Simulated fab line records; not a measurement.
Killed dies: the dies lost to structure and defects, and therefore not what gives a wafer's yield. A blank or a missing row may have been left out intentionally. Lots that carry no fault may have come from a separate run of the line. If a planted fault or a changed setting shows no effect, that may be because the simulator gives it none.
Chamber matching + flow nandHarc + NHARC_A_STAIRCASE_ALD_415 on aldHk-01 has 4 sister chambers
The step deposits SiO2, target thk 30 nm, pulse time 6 s, ald cycles 300. 8 wafers are shown with their chamber, then 9 later ones without.

== EACH WAFER AND ITS CHAMBER ==
| wafer  | chamber | heaterPowerW (W) | precursorPulseHeightRel |
|--------|---------|------------------|-------------------------|
| L341.3 | 0       | 552              | 0.980                   |
| L344.5 | 3       | 379              | 0.978                   |
| L348.1 | 2       | 519              | 0.998                   |
| L348.4 | 1       | 490              | 1.008                   |
| L348.5 | 1       | 484              | 0.980                   |
| L347.3 | 0       | 547              | 0.996                   |
| L347.4 | 3       | 387              | 1.036                   |
| L347.6 | 2       | 528              | 1.001                   |

== WAFERS MISSING THEIR CHAMBER ==
| wafer  | heaterPowerW (W) | precursorPulseHeightRel |
|--------|------------------|-------------------------|
| L351.1 | 355              | 0.986                   |
| L351.3 | 569              | 1.011                   |
| L351.4 | 534              | 1.017                   |
| L353.2 | 559              | 0.996                   |
| L353.3 | 532              | 1.008                   |
| L353.6 | 369              | 1.034                   |
| L362.1 | 485              | 0.999                   |
| L362.4 | 544              | 0.961                   |
| L362.5 | 355              | 1.023                   |

== THE CHAMBER EACH PASSED THROUGH ==
| wafer  | from the rows above     | in truth                   |
|--------|-------------------------|----------------------------|
| L351.1 | 3                       | 3                          |
| L351.3 | 0                       | 0                          |
| L351.4 | can't be placed: 2 or 0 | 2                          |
| L353.2 | 0                       | 0                          |
| L353.3 | can't be placed: 2 or 0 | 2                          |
| L353.6 | 3                       | 3                          |
| L362.1 | 1                       | 1                          |
| L362.4 | 0                       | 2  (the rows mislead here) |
| L362.5 | 3                       | 3                          |
Correctly placed: 6 of 9. These rows do not allow placing 2 (true chamber among the candidates in 2). Number placed wrongly: 1.
How it was worked out, from the rows above alone: a wafer's distance from a chamber is the root of the sum, over the readings, of the square of ((its reading less the chamber's mean) divided by the reading's scatter). The wafer belongs to the nearest chamber; if the next one is less than 2 further off, it can't be placed. For every chamber, the mean is computed from those of its wafers that are shown. The scatter is the square root of a quotient: the sum, over the shown wafers, of each reading's squared deviation from its chamber's mean, divided by wafers minus chambers.
